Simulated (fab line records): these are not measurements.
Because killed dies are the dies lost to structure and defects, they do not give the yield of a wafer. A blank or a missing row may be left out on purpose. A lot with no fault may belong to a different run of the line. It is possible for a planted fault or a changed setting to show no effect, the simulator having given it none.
Which tool was responsible? | flow nandHarc | 7 lots with 20 wafers sampled at 3 steps, on a route of 1302 steps

== WHAT THE GAUGES SHOWED, per wafer ==
NHARC_A_ONON_D2_THK_MEAS_02: measures by ellipsometry.
lot  | measured     | on           | thkNm (nm)
L225 | day 13 20:03 | filmMetro-02 | 985 986 986
L227 | day 14 11:17 | filmMetro-01 | 981 652 651
L229 | day 15 10:44 | filmMetro-01 | 678 678
L238 | day 18 21:59 | filmMetro-02 | 1011 1013 1011
L240 | day 19 17:48 | filmMetro-02 | 999 1000 999
L242 | day 20 21:45 | filmMetro-02 | 1006 1005 1005
L244 | day 21 15:47 | filmMetro-01 | 999 998 998

== WHAT TOOL EACH LOT RAN ON (gives the tool, then ch and the chambers of the sampled wafers, and finally the start) ==
lot  | NHARC_A_CHANNEL_FILL_D1_ALD_25  | NHARC_A_ONON_D2_DEP_00
L225 | aldHk-01 ch 0,1, day 11 18:50   | pecvdOnon-02 ch 0, day 13 19:32
L227 | aldHk-03 ch 1,3, day 12 08:08   | pecvdOnon-02 ch 0, day 14 10:54
L229 | aldHk-03 ch 1,3, day 13 17:30   | pecvdOnon-02 ch 0, day 15 10:23
L238 | aldHk-03 ch 1,2,3, day 17 04:01 | pecvdOnon-03 ch 0, day 18 21:28
L240 | aldHk-02 ch 0,2, day 17 18:29   | pecvdOnon-02 ch 0, day 19 17:17
L242 | aldHk-03 ch 0,2,3, day 19 01:18 | pecvdOnon-04 ch 0, day 20 21:14
L244 | aldHk-03 ch 1,2, day 19 13:16   | pecvdOnon-02 ch 0, day 21 15:27
- NHARC_A_CHANNEL_FILL_D1_ALD_25: deposits SiOx, target thk 60 nm, pulse time 10 s, ald cycles 600.
- NHARC_A_ONON_D2_DEP_00: target thk 1000 nm.

== THE ANSWER, worked out from the rows above alone ==
Rule: usual is defined by the lots themselves. The widest of any qualifying gaps counts: lots, ordered by their means at a reading, are off when they make up no more than a third of the lots, leave a main group of 4 or more, and stand apart from it by 3 or more times the standard deviation of that group's means. If all means in a main group match to the digits the tables above print for the reading, that group is not used. A lot without any number at a reading at which 4 lots or more have one is off too. Any other lot the step has rows for is counted as sound.
Off: L227, L229 (NHARC_A_ONON_D2_THK_MEAS_02, thkNm). Main group: mean 1000 nm, sd 8.6.
A tool fits if, at a process step before that reading, it ran every lot that is off, and no sound lot after the first of them. Those tools and the gauges at NHARC_A_ONON_D2_THK_MEAS_02 are tried in the same way. None of those tried fits.

== WHAT THE SIMULATOR HAD PUT IN ==
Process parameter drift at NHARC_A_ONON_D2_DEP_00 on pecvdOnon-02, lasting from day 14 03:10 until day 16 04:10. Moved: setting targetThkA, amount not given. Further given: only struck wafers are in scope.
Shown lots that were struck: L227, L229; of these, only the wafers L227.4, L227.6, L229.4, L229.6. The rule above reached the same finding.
